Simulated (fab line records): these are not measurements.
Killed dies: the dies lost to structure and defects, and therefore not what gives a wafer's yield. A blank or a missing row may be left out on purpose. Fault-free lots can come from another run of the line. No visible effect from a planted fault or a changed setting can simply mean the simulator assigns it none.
Which tool is to blame?    flow n5Finfet    Sampling: 11 lots, 33 wafers, 4 of 1938 route steps

## WHAT THE GAUGES SHOWED, per wafer
N5_BEOL_M14_CD_MEAS_10: target cd 250 nm.
lot   measured      on        cdNm (nm)
L342  day 13 03:25  cdSem-01  256.4 252.6 251.2
L341  day 13 03:58  cdSem-02  248.6 248.5 251.4
L344  day 13 08:17  cdSem-01  247.9 248.6 247.3
L345  day 13 18:59  cdSem-01  251.6 249.2 249.5
L348  day 14 04:41  cdSem-01  250.7 252.1 248.3
L352  day 14 21:39  cdSem-02  247.9 247.2 250.8
L354  day 15 17:02  cdSem-03  252.3 250.5 252.9
L353  day 16 01:56  cdSem-02  249.8 250.1 253.0
L357  day 16 21:56  cdSem-02  251.4 249.1 253.4
L361  day 18 00:20  cdSem-02  249.1 246.3 248.1
L363  day 18 00:42  cdSem-02  253.0 250.0 252.4

## WHAT TOOL EACH LOT RAN ON (gives the tool, then ch and the chambers of the sampled wafers, and finally the start)
lot   N5_BEOL_M13_ETCH_67                N5_BEOL_M13_SPUTTER_44       N5_BEOL_M14_ILD_DEP_00
L342  rieDiel-02 ch 0,2,3, day 12 22:23  pvdSputter-01, day 13 01:47  pecvd-04 ch 1,2, day 13 02:55
L341  rieDiel-02 ch 0,2, day 12 23:47    pvdSputter-01, day 13 02:20  pecvd-01 ch 1,2, day 13 03:29
L344  rieDiel-06 ch 0,1, day 13 02:59    pvdSputter-02, day 13 06:16  pecvd-01 ch 0,2, day 13 07:35
L345  rieDiel-04 ch 0,1, day 13 10:56    pvdSputter-01, day 13 16:02  pecvd-04 ch 0,2, day 13 18:29
L348  rieDiel-04 ch 0,2,3, day 14 00:44  pvdSputter-02, day 14 03:02  pecvd-04 ch 0,1,2, day 14 04:11
L352  rieDiel-02 ch 0,1,3, day 14 16:04  pvdSputter-03, day 14 19:58  pecvd-01 ch 0,2, day 14 21:09
L354  rieDiel-02 ch 0,1,2, day 15 11:33  pvdSputter-03, day 15 15:22  pecvd-01 ch 0,1,2, day 15 16:32
L353  rieDiel-02 ch 0,1,2, day 15 17:40  pvdSputter-03, day 16 00:01  pecvd-01 ch 1,2, day 16 01:10
L357  rieDiel-04 ch 0,2,3, day 16 12:47  pvdSputter-02, day 16 19:35  pecvd-04 ch 0,1,2, day 16 21:19
L361  rieDiel-06 ch 0,2, day 17 15:07    pvdSputter-03, day 17 22:29  pecvd-04 ch 0,2, day 17 23:43
L363  rieDiel-02 ch 0,1,2, day 17 16:24  pvdSputter-03, day 17 22:51  pecvd-04 ch 0,2, day 18 00:00
- N5_BEOL_M13_ETCH_67: etches SiARC in CF4, target depth 143 nm, time 238.3 s.
- N5_BEOL_M13_SPUTTER_44: material Ta, target thk 10 nm, time 16.13 s.
- N5_BEOL_M14_ILD_DEP_00: deposits SiO2 from TEOS/O2, target thk 1119.3 nm, time 237.4 s.

## THE ANSWER, worked out from the rows above alone
Rule: the usual values come from the lots themselves. Put in order of their means at a reading, lots are off if they are a third of the lots or fewer, leave a main group of 4 or more, and stand apart from it by a gap of 3 or more times the standard deviation of the main group's means; of several such gaps the widest counts. If all means in a main group match to the digits the tables above print for the reading, that group is not used. A lot without any number at a reading at which 4 lots or more have one is off too. Any other lot the step has rows for is counted as sound.
No lot is off on any of the readings shown, so nothing can be concluded from this.

## WHAT THE SIMULATOR PUT IN
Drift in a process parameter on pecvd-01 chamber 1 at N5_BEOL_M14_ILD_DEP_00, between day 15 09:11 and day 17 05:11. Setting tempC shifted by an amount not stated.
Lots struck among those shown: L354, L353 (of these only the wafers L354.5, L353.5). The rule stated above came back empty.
